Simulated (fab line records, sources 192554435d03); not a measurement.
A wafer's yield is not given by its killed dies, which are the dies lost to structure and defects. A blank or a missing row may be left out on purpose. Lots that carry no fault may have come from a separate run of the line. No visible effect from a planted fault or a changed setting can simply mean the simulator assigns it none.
Matching of chambers -- flow n5_finfet -- pecvd-01 running N5_BEOL_M0_SAQP_PECVD_00: 3 sister chambers
The step deposits SiCN from 3MS/NH3, target thk 8 nm, time 14 s. 16 wafers are shown with their chamber, then 7 later ones without.

== WAFERS PAIRED WITH THEIR CHAMBERS ==
wafer,chamber,throttle_valve_pct (%),showerhead_plenum_p_Torr (Torr)
L568.2,0,9.1,3.659
L568.5,2,8.4,3.662
L568.6,1,8.5,3.647
L569.3,1,8.9,3.650
L569.4,2,8.3,3.658
L569.5,0,9.1,3.658
L572.4,2,8.5,3.657
L572.6,1,8.8,3.661
L573.2,0,9.0,3.656
L573.4,0,8.8,3.661
L575.3,0,9.1,3.656
L575.5,0,8.8,3.659
L575.6,2,8.5,3.662
L576.3,1,8.6,3.661
L576.4,1,8.7,3.666
L576.6,0,9.0,3.656

SIGNATURES (means of the wafers above)
reading,chamber 0,chamber 1,chamber 2,scatter within a chamber
throttle_valve_pct,8.986,8.700,8.425,0.135
showerhead_plenum_p_Torr,3.65786,3.65700,3.65975,0.00485
Rule: distance of a wafer from a chamber = root of the sum over the readings of ((wafer's reading minus chamber's mean) / reading's scatter) squared. If the next closest chamber is less than 2 further off than the closest, the wafer can't be placed; otherwise it belongs to the closest. How the scatter is found: for the shown wafers, subtract from each reading the mean of its chamber, square and add these, divide the total by (wafers less chambers), then take the root.

== WAFERS WITHOUT THEIR CHAMBER ==
wafer,throttle_valve_pct (%),showerhead_plenum_p_Torr (Torr)
L581.4,9.1,3.658
L581.6,8.7,3.667
L583.2,9.0,3.651
L583.6,9.1,3.654
L585.1,8.9,3.663
L585.3,8.9,3.665
L585.4,8.8,3.675

== WHICH CHAMBER EACH ONE RAN IN ==
wafer,from the rows above,in truth
L581.4,0,0
L581.6,can't be placed: 1 or 2 or 0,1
L583.2,can't be placed: 0 or 1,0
L583.6,can't be placed: 0 or 1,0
L585.1,can't be placed: 0 or 1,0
L585.3,can't be placed: 0 or 1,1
L585.4,can't be placed: 1 or 0 or 2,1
1 of 7 placed correctly. These rows do not allow placing 6 (true chamber among the candidates in 6). Wrongly placed: 0.
